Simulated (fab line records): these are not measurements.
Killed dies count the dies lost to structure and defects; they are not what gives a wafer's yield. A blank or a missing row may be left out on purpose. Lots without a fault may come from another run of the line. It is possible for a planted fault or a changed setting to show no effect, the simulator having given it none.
fab line records ; flow n5Finfet
record: lots: 4; wafers: 12; lastDay: 18
route steps=1938 shown HKMG_FIN@427 GATE_CUT@465 PASSIVATION@1936
lots that met no fault: taken from a fault-free run of the same line
startH: the number of hours between the record's first day and the start of the first shown wafer of the lot ; waitH: time in hours since the lot's previous step ; " same as the row above ; L1.1+2: a single row standing in for several wafers ; - no value, or no start given ; * or withheld: withheld ; < > ~ a bound
route shown NAME@n: names a module that has steps shown in the file, with the first one's number in the route ; usual: mean/standard deviation of fault-free wafers ; same: alike in all rows ; chamber/n: place in a boat ; sites: per-site readings ; _std_site: the standard deviation of these ; _edge_site: outer sites' mean less inner sites' ; radiusMm: how far each site lies from the wafer's centre ; mask NAME#n: copy n ; behind: the last tool/chamber to shape the wafer ; hold: the reason the lot was held/the length of the hold in hours/how it ended ; device: names the non-switching transistor (n, p or np) ; end of line: tests run on the same wafers once the route is complete ; where a step has no rows: the recipe by itself ; killed: at the first sort, the dies lost to defects and structure; wafer yield is something else ; map: a wafer's dies, marking killed ones x, the rest . and places with no die _
set.NAME: the setting the step ran with; set.NAME@STEP: the setting that earlier step ran with ; model.NAME: the simulator's own value behind a step, which no gauge read
certain route steps with their lots: each step a table, each wafer a row
services: the hour from which a tool's chamber was out of use, counted from the record's first day as startH (under 0 if before that day), plus the number of hours and why
== steps ==
step: N5_HKMG_FIN_EXPOSE_09
recipe: maskId: NWFM; na: 1.35; sourceShape: conventional; sigmaOuter: 0.8; polarization: unpolarized; doseMj: 39.25
step: N5_HKMG_FIN_PEB_10
recipe: pebTempC: withheld; pebTimeS: 60; resist: CAR-ArF
step: N5_HKMG_FIN_DEVELOP_11
recipe: developTimeS: 30; developer: TMAH; resist: CAR-ArF; devTempC: 23; rinseLiquid: diw; dry: airSpin
step: N5_HKMG_FIN_DESCUM_17
recipe: chemistry: O2; timeS: 7.9; sourcePowerW: 50; biasPowerW: 20; pressureMtorr: 20; rfFrequencyHz: 2.712e+07; tempC: 40; resist: CAR-ArF; o2FlowSccm: 225
step: N5_HKMG_FIN_ETCH_31
recipe: chemistry: CF4; target: SiARC; targetDepthA: 455; maskMaterial: CAR-ArF; timeS: 75.8; ionEnergyEv: 80; pressureMtorr: 40; sourceW: 545; biasW: 36; Ar_flow_sccm: 100; cf4FlowSccm: 100; ends: cleared
step: N5_HKMG_FIN_ETCH_32
recipe: chemistry: N2/H2; target: SOC; targetDepthA: 2400; tempC: 40; timeS: 300; ionEnergyEv: 200; maskMaterial: SiARC; pressureMtorr: 30; sourceW: 840; biasW: 150; n2FlowSccm: 200; h2FlowSccm: 200
step: N5_HKMG_FIN_STRIP_33
recipe: chemistry: N2/H2; tempC: 40; n2FlowSccm: 200; h2FlowSccm: 200; rfFrequencyHz: 6e+07
step: N5_HKMG_FIN_STRIP_34
recipe: chemistry: CF4; resist: SiARC; powerW: 300; biasPowerW: 75; pressureMtorr: 50; cf4FlowSccm: 150; rfFrequencyHz: 6e+07
step: N5_HKMG_FIN_ETCH_35
recipe: chemistry: N2/H2; target: SOC; targetDepthA: 2158; ionEnergyEv: 65; biasW: 5; sourceW: 3000; timeS: 243.4; pressureMtorr: 30; n2FlowSccm: 200; h2FlowSccm: 200
step: N5_HKMG_FIN_STRIP_92
recipe: chemistry: N2/H2; material: SOC; timeS: 20; powerW: 500; tempC: 40; pressureMtorr: 50; rfFrequencyHz: 6e+07; biasPowerW: 8; h2Frac: 0.5; n2FlowSccm: 300; h2FlowSccm: 300
usual: drypumpMotorCurrentA: 5.5/0.42; oesProductAu: 0.80/0.074; powerW: 500.2/1.6; rfVppV: 54.3/0.88; showerheadPlenumPTorr: 3.41/0.11; tempC: 40.00/0.11; throttleValvePct: 19.2/0.46
lot.wafer;tool;chamber;startH;waitH;drypumpMotorCurrentA;oesProductAu;powerW;rfHoursCounterH;rfVppV;showerheadPlenumPTorr;tempC;throttleValvePct
L903.4;rieDiel-05;3;75.43;0.1;5.1;0.88;500.8;44;54.8;3.45;39.82;19.8
L903.5;rieDiel-05;3;75.43;0.1;5.1;0.88;500.1;-;55.0;3.45;39.94;19.8
L903.6;rieDiel-05;0;75.43;0.1;5.4;1.00;503.5;-;54.4;3.27;40.13;19.4
L911.2;rieDiel-02;1;126.71;0.1;5.0;0.79;499.3;84;56.1;3.56;40.21;19.0
L911.3;rieDiel-02;2;126.71;0.1;6.3;0.86;501.9;40;54.4;3.52;40.04;18.5
L911.5;rieDiel-02;0;126.71;0.1;4.9;0.77;499.3;-;53.0;3.38;40.03;19.1
L914.4;rieDiel-02;3;143.25;0.0;5.2;0.79;499.4;-;52.4;3.39;39.93;19.2
L914.5;rieDiel-02;0;143.25;0.0;4.9;0.77;501.9;-;53.4;3.38;40.05;19.1
L914.6;rieDiel-02;1;143.25;0.0;5.0;0.78;500.5;-;54.0;3.55;40.15;19.0
L925.2;rieDiel-02;1;216.07;0.1;5.0;0.76;499.3;110;55.6;3.54;39.99;19.1
L925.3;rieDiel-02;3;216.07;0.1;5.3;0.77;500.6;141;53.9;3.38;40.04;19.2
L925.5;rieDiel-02;3;216.07;0.1;5.2;0.76;498.4;-;55.9;3.38;40.14;19.2
step: N5_HKMG_FIN_WET_ETCH_18
recipe: chemistry: SC1; target: TiN; mix: 1:1:5; tempC: *; timeS: 55; targetDepthNm: 5.2; dry: ipaMarangoni; rinseTimeS: 30; rinseTempC: 23
step: N5_HKMG_FIN_STRIP_19
recipe: chemistry: N2/H2; powerW: 2500; tempC: 300; h2Frac: 0.65; timeS: 360; pressureMtorr: withheld; n2FlowSccm: 1750; h2FlowSccm: 3250
step: N5_HKMG_FIN_ALD_91
recipe: material: TiN; targetThkA: 10; tempC: 400; aldPrecursorFamily: TiCl4; aldCoReactant: NH3; pulseTimeS: 1; purgeTimeS: 3; coReactantPurgeTimeS: 2; coReactantPulseTimeS: 2; aldCycles: 47; pressureTorr: 3
step: N5_HKMG_FIN_COAT_85
recipe: resist: SOC; tempC: 250; timeS: 60; spinRpm: 1500; resistThkNm: 300
step: N5_HKMG_FIN_ETCH_86
recipe: chemistry: N2/H2; target: SOC; targetDepthA: 3932; stopOn: TiN; ionEnergyEv: 100; biasW: 61; pressureMtorr: 30; sourceW: 850; n2FlowSccm: 200; h2FlowSccm: 200
step: N5_HKMG_FIN_STRIP_89
recipe: chemistry: N2/H2; material: SOC; timeS: 20; powerW: 500; tempC: 40; pressureMtorr: 50; rfFrequencyHz: 6e+07; biasPowerW: 8; h2Frac: 0.5; n2FlowSccm: 300; h2FlowSccm: 300
step: N5_HKMG_FIN_WET_ETCH_87
recipe: chemistry: SC1; target: TiN; mix: 1:2:40; tempC: 50; timeS: 154.2; targetDepthNm: 4.7; dry: ipaMarangoni; rinseTimeS: 30; rinseTempC: 23
step: N5_HKMG_FIN_STRIP_88
recipe: chemistry: N2/H2; powerW: 2500; tempC: 300; h2Frac: 0.65; timeS: 360; pressureMtorr: withheld; n2FlowSccm: 1750; h2FlowSccm: 3250
step: N5_HKMG_FIN_NWFM_ALD_20
recipe: material: TiAlC; targetThkA: 20; tempC: 300; aldPrecursorFamily: TiCl4; aldCoReactant: TEA; pulseTimeS: 3; purgeTimeS: 2; coReactantPurgeTimeS: 2; coReactantPulseTimeS: 10; aldCycles: 7; pressureTorr: 3
step: N5_HKMG_FIN_ALD_71
recipe: material: TiN; targetThkA: 10; tempC: 400; aldPrecursorFamily: TiCl4; aldCoReactant: NH3; pulseTimeS: 1; purgeTimeS: 3; coReactantPurgeTimeS: 2; coReactantPulseTimeS: 2; aldCycles: 47; pressureTorr: 3
step: N5_HKMG_FIN_COAT_66
recipe: resist: SOC; tempC: 250; timeS: 60; spinRpm: 1500; resistThkNm: 300
step: N5_HKMG_FIN_ETCH_67
recipe: chemistry: N2/H2; target: SOC; targetDepthA: 3889; stopOn: TiN; ionEnergyEv: 100; biasW: 61; pressureMtorr: 30; sourceW: 850; n2FlowSccm: 200; h2FlowSccm: 200
step: N5_HKMG_FIN_STRIP_90
recipe: chemistry: N2/H2; material: SOC; timeS: 20; powerW: 500; tempC: 40; pressureMtorr: 50; rfFrequencyHz: 6e+07; biasPowerW: 8; h2Frac: 0.5; n2FlowSccm: 300; h2FlowSccm: 300
step: N5_HKMG_FIN_WET_ETCH_73
recipe: chemistry: SC1; mix: 1:2:40; tempC: 50; timeS: 42.3; targetDepthNm: 1.3; dry: ipaMarangoni; rinseTimeS: 30; rinseTempC: 23
step: N5_HKMG_FIN_ETCHBACK_68
recipe: chemistry: Cl2/Ar; stopOn: HfO2; targetDepthA: 5; pressureMtorr: 10; icpW: 600; biasW: 60; Cl2_flow_sccm: 40; Ar_flow_sccm: 60
step: N5_HKMG_FIN_STRIP_69
recipe: chemistry: N2/H2; powerW: 2500; tempC: 300; h2Frac: 0.65; timeS: 360; pressureMtorr: withheld; n2FlowSccm: 1750; h2FlowSccm: 3250
step: N5_HKMG_FIN_ALD_21
recipe: material: TiN; targetThkA: 15; tempC: 400; aldPrecursorFamily: TiCl4; aldCoReactant: NH3; pulseTimeS: 1; purgeTimeS: 3; coReactantPurgeTimeS: 2; coReactantPulseTimeS: 2; aldCycles: 68; pressureTorr: 3
step: N5_HKMG_FIN_ALD_72
recipe: material: W; targetThkA: 20; tempC: 300; pressureTorr: 7.5; aldPrecursorFamily: WF6; aldCoReactant: B2H6; pulseTimeS: 1; purgeTimeS: 2; coReactantPurgeTimeS: 2; coReactantPulseTimeS: 3; aldCycles: 7
step: N5_HKMG_FIN_W_FILL_22
recipe: material: W; targetThkA: 600; tempC: 400; pressureTorr: 39.4; timeS: 18.2
step: N5_HKMG_FIN_PRECLEAN_83
recipe: chemistry: DIW; timeS: 57.5; tempC: 23
step: N5_HKMG_FIN_SRD_84
recipe: dryTimeS: 32; dry: n2Spin; spinRpm: 1500
step: N5_HKMG_FIN_CMP_23
recipe: stopOn: SiNx; tOverpolishS: 10; postCmpClean: rinseOnly; downForcePsi: 4; platenRpm: 50.289; padVelocityMS: 1.0006; targetThkNm: 46.326
step: N5_HKMG_FIN_CMP_94
recipe: stopOn: SiNx; postCmpClean: wDiluteNh4oh; tOverpolishS: 4.7; downForcePsi: 4; platenRpm: 50.289; padVelocityMS: 1.0006; targetThkNm: 43.299
step: N5_GATE_CUT_ETCHBACK_00
recipe: chemistry: SF6/Cl2; target: W; pressureMtorr: 8; icpW: 900; biasW: 80; SF6_flow_sccm: 40; Cl2_flow_sccm: 60
step: N5_GATE_CUT_ETCH_56
recipe: chemistry: Cl2/Ar; target: TiN; targetDepthA: 216; pressureMtorr: 10; icpW: 600; biasW: 60; Cl2_flow_sccm: 40; Ar_flow_sccm: 60
step: N5_GATE_CUT_ETCHBACK_30
recipe: chemistry: Cl2/Ar; target: TiN; targetDepthA: 30; mode: isotropic; pressureMtorr: 10; icpW: 600; biasW: 60; Cl2_flow_sccm: 40; Ar_flow_sccm: 60
step: N5_GATE_CUT_VAPOR_ETCH_60
recipe: chemistry: BCl3/Cl2; target: HfO2; mode: isotropic
step: N5_PASSIVATION_PROBE_49
usual: killed_at_M0_to_M3: 34/10; killed_at_M4_up: 13/5.4; killedAtContacts: 13/6; killedAtFrontEnd: 42/13; killedAtOther: 4/3.2; killedDies: 107/18; killedOnRim: 14/4.2; killedOpen: 69/14; killedShort: 35/7.7
same: grossDies: 1180; killedAtBackSide: 0
lot.wafer;tool;chamber;startH;waitH;killed_at_M0_to_M3;killed_at_M4_up;killedAtContacts;killedAtFrontEnd;killedAtOther;killedDies;killedOnRim;killedOpen;killedShort
L911.2;prober-02;-;327.06;0.1;44;17;18;93;6;178;30;71;36
L911.3;prober-02;-;327.11;0.1;24;7;26;165;10;232;29;78;19
L911.5;prober-02;-;327.21;0.2;33;7;22;122;0;184;27;59;37
L914.4;prober-02;-;342.09;0.2;36;20;15;108;3;182;36;70;36
L914.5;prober-02;-;342.14;0.2;33;8;10;108;2;161;32;50;29
L914.6;prober-02;-;342.19;0.3;31;13;15;96;17;172;34;54;41
killed by level:class
L911.2 HKMG_FIN:unspecified=69 MOL_CONTACT_COAG:geometricParticle:open=13 BEOL_M0_SAQP:geometricParticle:open=11 BEOL_M3:geometricParticle:open=9 BEOL_M4:geometricParticle:open=9 FIN_SAQP:geometricParticle:short=8 MOL_CONTACT_COAG:geometricParticle:short=5 BEOL_M1:geometricParticle:open=5
L911.3 HKMG_FIN:unspecified=129 MOL_CONTACT_COAG:geometricParticle:open=22 BEOL_M2:geometricParticle:open=14 FIN_SAQP:geometricParticle:open=12 PASSIVATION:areaEtch=6 DUMMY_GATE:geometricParticle:open=5 FIN_SAQP:geometricParticle:short=4 STI_FIN_REVEAL:geometricParticle:open=4
L911.5 HKMG_FIN:unspecified=85 MOL_CONTACT_COAG:geometricParticle:open=15 FIN_SAQP:geometricParticle:short=10 BEOL_M0_SAQP:geometricParticle:short=10 FIN_SAQP:geometricParticle:open=7 STI_FIN_REVEAL:geometricParticle:open=7 MOL_CONTACT_COAG:geometricParticle:short=6 BEOL_M0_SAQP:geometricParticle:open=6
L914.4 HKMG_FIN:unspecified=74 BEOL_M4:geometricParticle:open=14 MOL_CONTACT_COAG:geometricParticle:open=13 BEOL_M0_SAQP:geometricParticle:short=11 BEOL_M0_SAQP:geometricParticle:open=9 STI_FIN_REVEAL:geometricParticle:open=8 BEOL_M2:geometricParticle:open=7 GATE_CUT:geometricParticle:short=5
L914.5 HKMG_FIN:unspecified=82 BEOL_M1:geometricParticle:open=9 BEOL_M0_SAQP:geometricParticle:open=7 BEOL_M0_SAQP:geometricParticle:short=6 GATE_CUT:geometricParticle:open=5 MOL_CONTACT_COAG:geometricParticle:open=5 MOL_CONTACT_COAG:geometricParticle:short=5 FIN_SAQP:geometricParticle:short=4
L914.6 HKMG_FIN:unspecified=71 BEOL_M0_SAQP:geometricParticle:open=10 MOL_CONTACT_COAG:geometricParticle:open=9 BEOL_M0_SAQP:geometricParticle:short=8 MIM_BOT:geometricParticle:short=8 BEOL_M4:geometricParticle:open=7 MOL_CONTACT_COAG:geometricParticle:short=6 MIM_BOT:geometricParticle:open=6
map L911.3 (x killed, . not)
_________________.....x.xxxxx________________
______________..x.....xxxxxxxxxx_____________
___________........xxx.xxxxxxxxxxxx__________
__________.......x..xxx.xxxxxxxxxx.._________
________........x...xxxxxxxxxxxxxxxxx._______
_______.x....x....x.xxxxxxxxxxxx.xxx.x.______
______...x......x..xxxxxxxxxxxxxxxx.x..x_____
_____..x.........x..xxxxxxxxxxxxxx..x....____
____...............x.xxxxxxxxxxxx.xx......___
___x.....x............x.xxxxx.xxx..x.......__
___x......................xxx........x.....__
__..x...........x........x.x..x............._
__...............x.......x...........x......_
_............................................
_..........x.................x............x..
_....x........x.............x.............x..
_...........x...x.x...x..x..........x.xx.....
_.x..............x.........x....x............
_x............x.x...........x.........x.x.x..
_......................x.....x.......x.......
_......x.....x......x.x...................x.x
__......x....x.xx...........x.........xx...._
__.........x..................x...........x._
___.........x.........x......x.............__
___..................x.x..........x........__
____.....x......x........x......x.x.......___
_____..x....x.....................x......____
______.........x....x..................._____
_______.....x.......xx.................______
________..x..................x........_______
__________.x............x..........._________
___________..........x...x......x..__________
______________...x.............._____________
_________________............________________
map L914.4 (x killed, . not)
_________________.........x..________________
______________x.xx.......x.x...._____________
___________......x.......x......x..__________
__________........x..............x.._________
________x........x...................._______
_______x..x..............x...x.........______
______xx................................_____
_____xxxx...............x................____
____xxxxxxx.....................x.........___
___xxxxxx.x........x..x..x........x........__
___xxxxxx.x...........xx....x........x.x...__
__xxxxxxxx.....................x....x.x...x._
__xxxxxxxx.................x...............x_
_xxxxxxx.xx............x............x.....xx.
_xxxxxxxx......x......x.............x...x...x
_xxxxx.xx...........x.............x..........
_x..xxx.x.x......x.........x.....x.x.x.......
_...x.......x................x.......x.x.....
_.x.x.x....x..x...............x..............
_.................x.....x..x.................
_.....x....xx.......x........................
__.x......x..........x........x............._
__..x........x...xx.......x......x.........._
___.........x.........x....................__
___..................x................x....__
____...........x...............x..x.x.....___
_____..........x............x...........x____
______x..x....x........................._____
_______x.x....x..x.x..x..............x.______
________x.....x......................._______
__________.....x..........x.....x..._________
___________.....x.............x...x__________
______________................x._____________
_________________......x.....________________
== services ==
tool;chamber;startH;hours;kind
rieDiel-05;0;53.76;11.6;repair
rieDiel-05;-;112.03;4.3;pm
rieDiel-02;2;136.70;8.8;repair
rieDiel-02;-;154.74;14.6;pm
rieDiel-05;2;159.38;5.2;repair
rieDiel-02;1;170.92;3.2;repair
rieDiel-05;2;185.33;-;clean
rieDiel-05;2;185.33;-;consumableReplace:focusRing
rieDiel-05;2;185.33;22.6;scheduledDown
rieDiel-05;2;185.33;22.6;ventCycle
rieDiel-02;-;201.05;2.8;pm
== key ==
firstSign: step: N5_PASSIVATION_PROBE_49; reading: killedAtFrontEnd; direction: up; sigmas: 5.5; usual: 42; struck: 115
effect: step: N5_PASSIVATION_PROBE_49; reading: killedDies; direction: up; sigmas: 4.2; usual: 107; struck: 185
moreKillsBornAt: N5_HKMG_FIN_STRIP_92@rieDiel-02: 510
metAt N5_HKMG_FIN_STRIP_92
struckWafers L911.2,L911.3,L911.5,L914.4,L914.5,L914.6
testerLeftOut L911,L914
fault: kind: chamberParticleSource; tool: rieDiel-02; chamber: -; onsetH: 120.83; steps: N5_HKMG_FIN_STRIP_92; ratePerVisitCm2: 1.5033; endH: 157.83
testerLeftOut: of these lots the tester's yield and bins aren't shown, on N5 and GAA mostly nor the transistor test; their killed dies are dies lost to structure and defects alone, not to doping, threshold or leakage, so they don't give the yield
